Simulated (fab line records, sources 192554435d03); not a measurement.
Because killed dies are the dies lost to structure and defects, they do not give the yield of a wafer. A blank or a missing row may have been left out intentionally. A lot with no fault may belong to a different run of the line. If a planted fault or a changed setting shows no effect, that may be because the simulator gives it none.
fab line records	flow n5-finfet
record: lots: 7	wafers: 39
route steps=1938 shown BEOL_M2@887 BEOL_M5@1132 BEOL_M9@1419 BEOL_M11@1575
start-h: hours from the record's opening day to when the first of the lot's shown wafers began	wait-h: time in hours since the lot's previous step	" identical to the entry in the row above	L1.1+2: several wafers, shown together as one row	- no value, or no start was given	* or withheld: withheld	< > ~ a bound
route shown NAME@n: NAME is a module with steps in the file, n the number in the route of the first one	usual: mean/standard deviation taken from wafers without a fault	same: alike in all rows	chamber/n: place in a boat	sites: the reading at each site	_std_site: how widely they spread, as a standard deviation	_edge_site: outer sites' mean less inner sites'	radius-mm: for every site, how far away it sits from the centre of the wafer	mask NAME#n: copy n	behind: the last tool/chamber to shape the wafer	hold: reason for holding the lot/hours on hold/outcome of the hold	device: whichever transistor did not switch (one of n, p or np)	end of line: the route-end tests of the same wafers	for a step that has no rows: nothing shown but its recipe	killed: count of dies lost to structure and defects at first sort (not the wafer's yield)	map: per-die view of a wafer (x killed, . not killed, _ where there is no die)
set.NAME: the setting the step ran with; set.NAME@STEP: the setting that earlier step ran with	model.NAME: the simulator's own value behind a step, which no gauge read
lots with deliberately changed settings; one table per step, one row per wafer
== steps ==
step: N5_BEOL_M2_VIA_ETCH_34
recipe: chemistry: C4F6/O2	target-depth-a: 694	mask-material: SOC	pressure-mtorr: 15	ion-energy-ev: 250	taper-deg: 4	time-s: 65.9	source-w: 350	bias-w: 170	Ar_flow_sccm: 300	C4F6_flow_sccm: 10	O2_flow_sccm: 10
lot.wafer	tool	chamber	start-h	wait-h	set.time-s	model.etch.depth-nm	model.SOC_of_BEOL_M2_COAT_67.thk-nm
L074.1	rie-diel-01	0	135.48	0.0	65.9	70.07	51.4
L074.2	"	2	"	"	65.9	69.66	51.6
L074.3	"	3	"	"	65.9	70.23	51.6
L074.4	"	1	"	"	65.9	69.56	51.6
L074.5	"	3	"	"	65.9	70.2	51.4
L074.6	"	2	"	"	65.9	69.41	51.6
L078.1	rie-diel-01	2	165.82	0.0	65.9	69.46	51.8
L078.4	"	1	"	"	65.9	69.28	51.8
L078.6	"	2	"	"	65.9	69.71	51.8
L079.1	rie-diel-04	2	167.78	0.0	65.9	68.76	51.8
L079.2	"	0	"	"	65.9	68.62	52
L079.3	"	3	"	"	65.9	68.25	52
L079.4	"	1	"	"	65.9	69.37	51.8
L079.5	"	3	"	"	65.9	68.06	52.2
L079.6	"	0	"	"	65.9	68.27	52.2
L080.1	rie-diel-04	2	170.14	0.0	94.72	99.22	48.6
L080.2	"	1	"	"	94.72	98.77	48.4
L080.3	"	0	"	"	94.72	98.57	48.4
L080.4	"	0	"	"	65.9	68.32	52
L080.5	"	2	"	"	65.9	69.08	52
L080.6	"	1	"	"	65.9	69.17	52.2
L085.1	rie-diel-03	3	210.55	0.0	65.9	67.58	52.2
L085.2	"	1	"	"	26.85	28.33	56.6
L085.3	"	0	"	"	65.9	68.26	52
L085.4	"	2	"	"	65.9	67.09	52.2
L085.5	"	1	"	"	26.85	28.43	56.6
L085.6	"	0	"	"	26.85	27.7	56.8
L091.1	rie-diel-03	1	255.75	0.0	54.2	57.11	53
L091.2	"	2	"	"	65.9	67.94	51.8
L091.3	"	3	"	"	54.2	58.63	52.8
L091.4	"	3	"	"	65.9	70.63	51.6
L091.5	"	1	"	"	54.2	56.81	53
L091.6	"	2	"	"	65.9	67.74	51.8
L093.1	rie-diel-03	1	258.25	0.0	65.9	69.16	51.6
L093.2	"	3	"	"	65.9	70.8	51.6
L093.3	"	2	"	"	30.32	30.82	56.2
L093.4	"	3	"	"	65.9	70.46	51.8
L093.5	"	2	"	"	30.32	30.88	56.2
L093.6	"	1	"	"	30.32	32.16	56
step: N5_BEOL_M5_ETCH_62
recipe: chemistry: N2/H2	target: SOC	target-depth-a: 750	overetch-a: 150	mask-material: SiARC	temp-c: 40	time-s: 112.5	ion-energy-ev: 200	pressure-mtorr: 30	source-w: 840	bias-w: 150	n2-flow-sccm: 200	h2-flow-sccm: 200
lot.wafer	tool	chamber	start-h	wait-h	set.target-depth-a	model.etch.depth-nm	model.SiARC_of_BEOL_M5_COAT_60.thk-nm	model.BEOL_M5.cd-nm
L074.1	rie-diel-05	1	160.40	0.0	397.1	54.64	8.8	27.2
L074.2	"	2	"	"	397.1	55.19	8.8	27
L074.3	"	3	"	"	397.1	54.35	8.8	27.2
L074.4	"	1	"	"	750	60.05	6.8	28
L074.5	"	2	"	"	750	60.02	6.6	28.2
L074.6	"	3	"	"	750	59.86	6.8	28
L078.1	rie-diel-02	0	191.37	0.0	750	60.13	6.8	28
L078.4	"	3	"	"	750	60.14	6.6	28
L078.6	"	1	"	"	750	60.04	7	27.8
L080.1	rie-diel-02	1	206.47	0.0	617.8	60.24	7.6	27.6
L080.2	"	3	"	"	750	60.17	6.6	28
L080.3	"	0	"	"	750	60.09	6.6	27.8
L080.4	"	0	"	"	750	60.35	6.8	28
L080.5	"	1	"	"	617.8	60.14	7.6	27.6
L080.6	"	3	"	"	617.8	60.17	7.4	27.8
L079.1	rie-diel-02	3	208.61	0.0	750	59.91	6.8	28.4
L079.2	"	0	"	"	750	59.97	6.8	28
L079.3	"	1	"	"	750	59.96	7	28
L079.4	"	3	"	"	750	59.99	6.8	28.2
L079.5	"	0	"	"	750	60	6.8	28
L079.6	"	1	"	"	750	59.86	7	28
L085.1	rie-diel-05	1	237.10	0.0	750	60.16	6.8	27.8
L085.2	"	3	"	"	882	60	6	28
L085.3	"	2	"	"	750	60.14	6.8	28
L085.4	"	0	"	"	882	60.12	6	28
L085.5	"	2	"	"	750	60	6.6	28
L085.6	"	1	"	"	882	59.93	6.2	28.2
L091.1	rie-diel-02	0	286.20	0.0	750	60.41	6.8	28
L091.2	"	3	"	"	925.8	60.13	5.8	28.8
L091.3	"	1	"	"	925.8	59.98	6.2	28.6
L091.4	"	2	"	"	925.8	60.13	6	28.6
L091.5	"	1	"	"	750	60.14	7	28.2
L091.6	"	0	"	"	750	60.29	6.8	28
L093.1	rie-diel-02	0	290.00	0.0	750	60.07	6.8	28
L093.2	"	1	"	"	556.3	60.18	8.2	27.2
L093.3	"	3	"	"	556.3	60.24	8	27.4
L093.4	"	2	"	"	750	60.16	7	28
L093.5	"	2	"	"	556.3	60.02	8.2	27.6
L093.6	"	3	"	"	750	60.19	6.8	27.8
step: N5_BEOL_M5_STRIP_63
recipe: chemistry: N2/H2	temp-c: 40	n2-flow-sccm: 200	h2-flow-sccm: 200	rf-frequency-hz: 6e+07
step: N5_BEOL_M5_STRIP_73
recipe: chemistry: N2/H2	temp-c: 40	n2-flow-sccm: 200	h2-flow-sccm: 200	rf-frequency-hz: 6e+07
step: N5_BEOL_M5_STRIP_36
recipe: chemistry: N2/H2	power-w: 450	temp-c: 40	pressure-mtorr: 20	rf-frequency-hz: 6e+07	overash-fraction: 0.3	bias-power-w: 7	h2-frac: 0.5	n2-flow-sccm: 200	h2-flow-sccm: 200
step: N5_BEOL_M5_TRENCH_ETCH_37
recipe: chemistry: C4F6/O2	target-depth-a: 716.52	target: SiCOH_lowk	time-s: 24.7	ion-energy-ev: 250	pressure-mtorr: 30	source-w: 345	bias-w: 185	Ar_flow_sccm: 300	C4F6_flow_sccm: 10	O2_flow_sccm: 10
step: N5_BEOL_M5_ETCH_41
recipe: chemistry: CH3F/O2	target: SiCN	target-depth-a: 315	taper-deg: 2	time-s: 56.7	ion-energy-ev: 120	mask-material: TiN	pressure-mtorr: 30	source-w: 395	bias-w: 75	Ar_flow_sccm: 150	CH3F_flow_sccm: 30	O2_flow_sccm: 20
lot.wafer	tool	chamber	start-h	wait-h	set.target-depth-a@BEOL_M5_ETCH_62	model.BEOL_M5.cd-nm
L074.1+2+3	rie-diel-05	2,1,3	-	-	397.1	27
L074.4+5+6	"	2,1,3	"	"	750	28
L078.1+4	rie-diel-02	3,0	-	-	750	28
L078.6	"	1	"	"	750	27.8
L080.1+6	rie-diel-05	1	-	-	617.8	27.6
L080.2	"	3	"	"	750	28.2
L080.3	"	0	"	"	750	27.6
L080.4	"	2	"	"	750	28
L080.5	"	2	"	"	617.8	27.4
L079.1	rie-diel-06	2	-	-	750	28.6
L079.2+3+5+6	"	0,1,3,2	"	"	750	28
L079.4	"	3	"	"	750	28.2
L085.1	rie-diel-06	3	-	-	750	27.8
L085.2+4+6	"	0,1,3	"	"	882	28.2
L085.3+5	"	2	"	"	750	28.2
L091.1+6	rie-diel-05	1,2	-	-	750	28
L091.2+4	"	2,0	"	"	925.8	28.8
L091.3	"	3	"	"	925.8	28.6
L091.5	"	1	"	"	750	28.2
L093.1	rie-diel-06	2	-	-	750	28
L093.2	"	1	"	"	556.3	27.2
L093.3+5	"	0,1	"	"	556.3	27.6
L093.4	"	3	"	"	750	28.2
L093.6	"	2	"	"	750	27.8
step: N5_BEOL_M5_STRIP_91
recipe: chemistry: N2/H2	time-s: 10	power-w: 450	temp-c: 40	pressure-mtorr: 20	rf-frequency-hz: 6e+07	bias-power-w: 7	n2-flow-sccm: 200	h2-flow-sccm: 200
step: N5_BEOL_M5_OCD_MEAS_38
usual: trench-depth-nm: 71.5/1.1
lot.wafer	tool	chamber	start-h	wait-h	set.target-depth-a@BEOL_M5_ETCH_62	trench-depth-nm
L074.1	ocd-02	-	161.61	-	397.1	0.8
L074.2	"	-	"	"	397.1	3.8
L074.3	"	-	"	"	397.1	0.9
L074.4	"	-	"	"	750	71.0
L074.5	"	-	"	"	750	70.8
L074.6	"	-	"	"	750	70.4
L078.1	ocd-01	-	194.20	-	750	73.6
L078.4	"	-	"	"	750	72.5
L078.6	"	-	"	"	750	70.4
L080.1	ocd-02	-	207.96	-	617.8	70.9
L080.2	"	-	"	"	750	70.9
L080.3	"	-	"	"	750	72.8
L080.4	"	-	"	"	750	70.8
L080.5	"	-	"	"	617.8	71.5
L080.6	"	-	"	"	617.8	70.9
L079.1	ocd-02	-	211.23	-	750	69.8
L079.2	"	-	"	"	750	71.6
L079.3	"	-	"	"	750	69.6
L079.4	"	-	"	"	750	71.8
L079.5	"	-	"	"	750	71.9
L079.6	"	-	"	"	750	70.9
L085.1	ocd-02	-	240.72	-	750	72.0
L085.2	"	-	"	"	882	72.1
L085.3	"	-	"	"	750	71.1
L085.4	"	-	"	"	882	70.3
L085.5	"	-	"	"	750	71.3
L085.6	"	-	"	"	882	72.2
L091.1	ocd-01	-	288.61	-	750	71.3
L091.2	"	-	"	"	925.8	71.3
L091.3	"	-	"	"	925.8	71.9
L091.4	"	-	"	"	925.8	72.3
L091.5	"	-	"	"	750	70.5
L091.6	"	-	"	"	750	71.6
L093.1	ocd-02	-	292.15	-	750	71.3
L093.2	"	-	"	"	556.3	69.9
L093.3	"	-	"	"	556.3	72.7
L093.4	"	-	"	"	750	-
L093.5	"	-	"	"	556.3	-
L093.6	"	-	"	"	750	-
step: N5_BEOL_M9_ETCH_62
recipe: chemistry: N2/H2	target: SOC	target-depth-a: 1100	overetch-a: 220	mask-material: SiARC	temp-c: 40	time-s: 165	ion-energy-ev: 200	pressure-mtorr: 30	source-w: 840	bias-w: 150	n2-flow-sccm: 200	h2-flow-sccm: 200
lot.wafer	tool	chamber	start-h	wait-h	set.time-s	model.SiARC_of_BEOL_M9_COAT_60.thk-nm	model.BEOL_M9.cd-offset-nm
L074.1	rie-diel-05	2	188.33	0.0	165	23.4	0.2
L074.2	"	1	"	"	165	23.6	0.4
L074.3+4	"	0	"	"	165	23.4	0.4
L074.5	"	2	"	"	165	23.4	0
L074.6	"	1	"	"	165	23.6	0.6
L078.1	rie-diel-06	2	225.56	0.0	165	23.4	0
L078.4	"	1	"	"	165	23.4	-0.4
L078.6	"	1	"	"	165	23.4	-0.2
L080.1	rie-diel-05	0	240.92	0.0	165	23.4	0.6
L080.2	"	1	"	"	263.4	19.8	2.8
L080.3	"	2	"	"	165	23.4	0.8
L080.4	"	3	"	"	263.4	19.6	2.6
L080.5	"	2	"	"	263.4	19.4	3
L080.6	"	1	"	"	165	23.6	0.8
L079.1	rie-diel-06	1	247.67	0.0	112.3	25.8	-0.6
L079.2	"	0	"	"	165	23.4	0.2
L079.3	"	3	"	"	112.3	25.6	-0.8
L079.4	"	2	"	"	165	23.6	0
L079.5	"	2	"	"	165	23.6	-0.4
L079.6	"	1	"	"	112.3	25.6	-0.6
L085.1	rie-diel-05	3	277.67	0.0	199.4	22.2	0.6
L085.2	"	0	"	"	199.4	22.2	0.4
L085.3	"	2	"	"	199.4	22.2	1.2
L085.4	"	1	"	"	165	23.8	-0.2
L085.5+6	"	0,3	"	"	165	23.6	-0.4
L091.1	rie-diel-06	0	322.65	0.0	237.4	20.8	2
L091.2	"	3	"	"	237.4	20.8	1.6
L091.3	"	1	"	"	165	23.8	0
L091.4	"	2	"	"	165	23.6	0
L091.5	"	1	"	"	237.4	21	1.4
L091.6	"	0	"	"	165	23.6	0.4
L093.1	rie-diel-06	2	326.70	0.0	195.4	22.4	0.6
L093.2	"	0	"	"	165	23.6	0.4
L093.3	"	3	"	"	195.4	22.6	0.6
L093.4	"	1	"	"	195.4	22.6	0.8
L093.5	"	3	"	"	165	23.8	0.4
L093.6	"	0	"	"	165	23.6	-0.2
step: N5_BEOL_M9_STRIP_68
recipe: chemistry: N2/H2	temp-c: 40	n2-flow-sccm: 200	h2-flow-sccm: 200	rf-frequency-hz: 6e+07
step: N5_BEOL_M9_STRIP_67
recipe: chemistry: CF4	resist: SiARC	power-w: 300	bias-power-w: 75	pressure-mtorr: 50	cf4-flow-sccm: 150	rf-frequency-hz: 6e+07
step: N5_BEOL_M9_HM_OPEN_17
recipe: chemistry: Cl2/BCl3	target-depth-a: 200	overetch-a: 60	target: TiN	mask-material: SOC	ion-energy-ev: 150	pressure-mtorr: 10	icp-w: 1000	bias-w: 126	Cl2_flow_sccm: 53.25	bcl3-flow-sccm: 21.75	Ar_flow_sccm: 25
lot.wafer	tool	chamber	start-h	wait-h	set.time-s@BEOL_M9_ETCH_62	model.etch.depth-nm
L074.1	rie-metal-02	0	188.52	0.0	165	19.97
L074.2	"	1	"	"	165	20.05
L074.3	"	0	"	"	165	20.14
L074.4	"	1	"	"	165	20.17
L074.5	"	1	"	"	165	20.08
L074.6	"	0	"	"	165	19.89
L078.1	rie-metal-03	1	225.75	0.0	165	19.63
L078.4	"	0	"	"	165	19.78
L078.6	"	0	"	"	165	19.69
L080.1	rie-metal-03	0	241.10	0.0	165	19.59
L080.2	"	1	"	"	263.4	10.28
L080.3	"	1	"	"	165	19.79
L080.4	"	0	"	"	263.4	10.03
L080.5	"	0	"	"	263.4	10.1
L080.6	"	1	"	"	165	19.71
L079.1	rie-metal-01	0	247.86	0.0	112.3	20.18
L079.2	"	0	"	"	165	20.15
L079.3	"	0	"	"	112.3	20.22
L079.4	"	0	"	"	165	20.39
L079.5	"	0	"	"	165	20.11
L079.6	"	0	"	"	112.3	20.24
L085.1	rie-metal-01	0	277.86	0.0	199.4	16.67
L085.2	"	0	"	"	199.4	16.89
L085.3	"	0	"	"	199.4	16.72
L085.4	"	0	"	"	165	20.03
L085.5	"	0	"	"	165	20.07
L085.6	"	0	"	"	165	20.19
L091.1	rie-metal-01	1	322.84	0.0	237.4	13.5
L091.2	"	0	"	"	237.4	13.43
L091.3	"	0	"	"	165	20.31
L091.4	"	1	"	"	165	20.46
L091.5	"	1	"	"	237.4	13.81
L091.6	"	0	"	"	165	20.41
L093.1	rie-metal-03	1	326.89	0.0	195.4	17.55
L093.2	"	0	"	"	165	20.37
L093.3	"	0	"	"	195.4	17.71
L093.4	"	1	"	"	195.4	17.42
L093.5	"	0	"	"	165	20.58
L093.6	"	1	"	"	165	20.67
step: N5_BEOL_M9_STRIP_19
recipe: chemistry: O2	power-w: 400	temp-c: 40	pressure-mtorr: 30	rf-frequency-hz: 6e+07	bias-power-w: 0	overash-fraction: 0.2	o2-flow-sccm: 225
step: N5_BEOL_M9_CD_MEAS_18
recipe: pitch-nm: 140	target-cd-nm: 70
usual: cd-nm: 70.1/0.48
lot.wafer	tool	chamber	start-h	wait-h	set.time-s@BEOL_M9_ETCH_62	cd-nm
L074.1	cd-sem-01	-	188.70	0.0	165	70.3
L074.2	"	-	"	"	165	70.6
L074.3	"	-	"	"	165	70.5
L074.4	"	-	"	"	165	70.6
L074.5	"	-	"	"	165	70.3
L074.6	"	-	"	"	165	70.9
L078.1	cd-sem-01	-	225.98	0.0	165	70.0
L078.4	"	-	"	"	165	69.7
L078.6	"	-	"	"	165	69.9
L080.1	cd-sem-03	-	241.34	0.0	165	70.5
L080.2	"	-	"	"	263.4	73.3
L080.3	"	-	"	"	165	71.0
L080.4	"	-	"	"	263.4	73.2
L080.5	"	-	"	"	263.4	73.4
L080.6	"	-	"	"	165	71.0
L079.1	cd-sem-01	-	248.13	0.0	112.3	-
L079.2	"	-	"	"	165	70.1
L079.3	"	-	"	"	112.3	-
L079.4	"	-	"	"	165	69.9
L079.5	"	-	"	"	165	69.4
L079.6	"	-	"	"	112.3	-
L085.1	cd-sem-02	-	278.13	0.0	199.4	71.0
L085.2	"	-	"	"	199.4	70.9
L085.3	"	-	"	"	199.4	71.7
L085.4	"	-	"	"	165	69.8
L085.5	"	-	"	"	165	69.5
L085.6	"	-	"	"	165	69.7
L091.1	cd-sem-01	-	323.03	0.0	237.4	72.6
L091.2	"	-	"	"	237.4	72.1
L091.3	"	-	"	"	165	70.0
L091.4	"	-	"	"	165	70.3
L091.5	"	-	"	"	237.4	71.7
L091.6	"	-	"	"	165	70.3
L093.1	cd-sem-03	-	327.26	0.0	195.4	70.7
L093.2	"	-	"	"	165	70.6
L093.3	"	-	"	"	195.4	71.2
L093.4	"	-	"	"	195.4	-
L093.5	"	-	"	"	165	-
L093.6	"	-	"	"	165	-
step: N5_BEOL_M9_COAT_63
recipe: resist: SOC	temp-c: 250	time-s: 60	spin-rpm: 1500	resist-thk-nm: 60
step: N5_BEOL_M9_COAT_64
recipe: resist: SiARC	temp-c: 220	time-s: 60	spin-rpm: 1500	resist-thk-nm: 12
step: N5_BEOL_M9_PRECLEAN_42
recipe: chemistry: residue-remover	time-s: 60	temp-c: 40
step: N5_BEOL_M9_SRD_43
recipe: time-s: 30	temp-c: 23	rinse-liquid: diw	dry: ipa-marangoni
step: N5_BEOL_M9_CD_MEAS_35
recipe: target-cd-nm: 70	target-cd-y-nm: 40	polarity: opening
usual: cd-nm: 70.1/0.47
lot.wafer	tool	chamber	start-h	wait-h	set.time-s@BEOL_M9_ETCH_62	cd-nm
L074.1	cd-sem-01	-	190.65	0.0	165	70.3
L074.2	"	-	"	"	165	70.0
L074.3	"	-	"	"	165	70.4
L074.4	"	-	"	"	165	70.6
L074.5	"	-	"	"	165	70.1
L074.6	"	-	"	"	165	70.7
L078.1	cd-sem-01	-	227.07	0.0	165	69.9
L078.4	"	-	"	"	165	69.7
L078.6	"	-	"	"	165	69.8
L080.1	cd-sem-02	-	242.39	0.0	165	70.7
L080.2	"	-	"	"	263.4	73.0
L080.3	"	-	"	"	165	70.8
L080.4	"	-	"	"	263.4	73.1
L080.5	"	-	"	"	263.4	73.5
L080.6	"	-	"	"	165	70.7
L079.1	cd-sem-03	-	250.52	0.0	112.3	-
L079.2	"	-	"	"	165	70.2
L079.3	"	-	"	"	112.3	-
L079.4	"	-	"	"	165	70.2
L079.5	"	-	"	"	165	69.4
L079.6	"	-	"	"	112.3	-
L085.1	cd-sem-02	-	280.32	0.0	199.4	70.5
L085.2	"	-	"	"	199.4	70.4
L085.3	"	-	"	"	199.4	71.5
L085.4	"	-	"	"	165	69.6
L085.5	"	-	"	"	165	69.7
L085.6	"	-	"	"	165	69.9
L091.1	cd-sem-03	-	325.68	0.0	237.4	72.5
L091.2	"	-	"	"	237.4	71.7
L091.3	"	-	"	"	165	70.1
L091.4	"	-	"	"	165	69.9
L091.5	"	-	"	"	237.4	71.9
L091.6	"	-	"	"	165	70.3
L093.1	cd-sem-02	-	328.30	0.0	195.4	70.4
L093.2	"	-	"	"	165	70.7
L093.3	"	-	"	"	195.4	70.4
L093.4	"	-	"	"	195.4	-
L093.5	"	-	"	"	165	-
L093.6	"	-	"	"	165	-
step: N5_BEOL_M11_VIA_ETCH_34
recipe: chemistry: C4F6/O2	target: SiCOH_lowk	target-depth-a: 1845	mask-material: SOC	taper-deg: 4	time-s: 69.2	ion-energy-ev: 250	pressure-mtorr: 30	source-w: 345	bias-w: 185	Ar_flow_sccm: 300	C4F6_flow_sccm: 10	O2_flow_sccm: 10
lot.wafer	tool	chamber	start-h	wait-h	set.time-s	model.etch.depth-nm	model.SOC_of_BEOL_M11_COAT_63.thk-nm
L074.1	rie-diel-06	0	205.20	0.0	69.2	184.4	92
L074.2	"	2	"	"	69.2	180.8	92.2
L074.3	"	1	"	"	69.2	178.8	92.4
L074.4	"	3	"	"	69.2	183.7	92
L074.5	"	1	"	"	69.2	178.7	92.4
L074.6	"	0	"	"	69.2	182.4	92.4
L078.1	rie-diel-02	2	242.24	0.0	69.2	182.8	91.8
L078.4	"	3	"	"	69.2	189.5	91.6
L078.6	"	2	"	"	69.2	183.1	91.6
L080.1	rie-diel-02	0	260.53	0.0	69.2	186.5	91.8
L080.2+6	"	1	"	"	69.2	181.5	91.8
L080.3	"	3	"	"	87.63	238.3	89.6
L080.4	"	2	"	"	87.63	232.9	89.8
L080.5	"	2	"	"	87.63	230.2	90
L079.1	rie-diel-06	2	264.24	0.0	38.44	101.1	95.8
L079.2	"	3	"	"	69.2	185	92
L079.3	"	0	"	"	69.2	185.1	92.2
L079.4	"	1	"	"	38.44	98.99	95.6
L079.5	"	1	"	"	38.44	100.3	95.6
L079.6	"	2	"	"	69.2	180	92.4
L085.1	rie-diel-02	0	298.14	0.0	51.37	139.1	94.4
L085.2	"	1	"	"	51.37	134.7	94.8
L085.3	"	3	"	"	69.2	186	92.4
L085.4	"	2	"	"	69.2	181.1	92.4
L085.5	"	2	"	"	51.37	134.9	94.2
L085.6	"	1	"	"	69.2	181.2	92.6
L091.1	rie-diel-05	0	343.11	0.0	52.21	141	93.8
L091.2	"	3	"	"	69.2	186.9	91.8
L091.3	"	2	"	"	52.21	138.7	94
L091.4	"	1	"	"	52.21	136.9	94
L091.5	"	0	"	"	69.2	187.6	91.6
L091.6	"	3	"	"	69.2	187.3	92
L093.1	rie-diel-06	1	348.91	0.0	35.77	92.44	97
L093.2	"	3	"	"	35.77	94.62	96.6
L093.3	"	2	"	"	69.2	181	92.4
L093.4	"	3	"	"	69.2	183.3	92.2
L093.5	"	2	"	"	69.2	181.3	92.6
L093.6	"	1	"	"	35.77	92.48	96.2
== key ==
split: step: N5_BEOL_M2_VIA_ETCH_34	setting: time-s	stated: 65.9	by: wafer
response: step: N5_BEOL_M2_VIA_ETCH_34	reading: model.etch.depth-nm	change: +0.687	per: 1%	r: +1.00
response: step: N5_BEOL_M2_VIA_ETCH_34	reading: model.SOC_of_BEOL_M2_COAT_67.thk-nm	change: -0.0796	per: 1%	r: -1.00
split: step: N5_BEOL_M5_ETCH_62	setting: target-depth-a	stated: 750	by: wafer
response: step: N5_BEOL_M5_ETCH_62	reading: model.etch.depth-nm	shape: bent	at-lowest: 54.73	at-stated: 60.09	at-highest: 60.08
response: step: N5_BEOL_M5_ETCH_62	reading: model.SiARC_of_BEOL_M5_COAT_60.thk-nm	change: -0.0438	per: 1%	r: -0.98
response: step: N5_BEOL_M5_ETCH_62	reading: model.BEOL_M5.cd-nm	change: +0.0195	per: 1%	r: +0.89
response: step: N5_BEOL_M5_ETCH_41	reading: model.BEOL_M5.cd-nm	change: +0.0212	per: 1%	r: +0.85
response: step: N5_BEOL_M5_OCD_MEAS_38	reading: trench-depth-nm	shape: bent	at-lowest: 1.9	at-stated: 71.3	at-highest: 71.8
split: step: N5_BEOL_M9_ETCH_62	setting: time-s	stated: 165	by: wafer
response: step: N5_BEOL_M9_ETCH_62	reading: model.SiARC_of_BEOL_M9_COAT_60.thk-nm	change: -0.065	per: 1%	r: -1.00
response: step: N5_BEOL_M9_ETCH_62	reading: model.BEOL_M9.cd-offset-nm	change: +0.0331	per: 1%	r: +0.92
response: step: N5_BEOL_M9_HM_OPEN_17	reading: model.etch.depth-nm	shape: bent	at-lowest: 20.21	at-stated: 20.09	at-highest: 10.14
response: step: N5_BEOL_M9_CD_MEAS_18	reading: cd-nm	change: +0.0446	per: 1%	r: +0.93
response: step: N5_BEOL_M9_CD_MEAS_35	reading: cd-nm	change: +0.0416	per: 1%	r: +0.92
split: step: N5_BEOL_M11_VIA_ETCH_34	setting: time-s	stated: 69.2	by: wafer
response: step: N5_BEOL_M11_VIA_ETCH_34	reading: model.etch.depth-nm	change: +1.86	per: 1%	r: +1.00
response: step: N5_BEOL_M11_VIA_ETCH_34	reading: model.SOC_of_BEOL_M11_COAT_63.thk-nm	change: -0.0818	per: 1%	r: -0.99
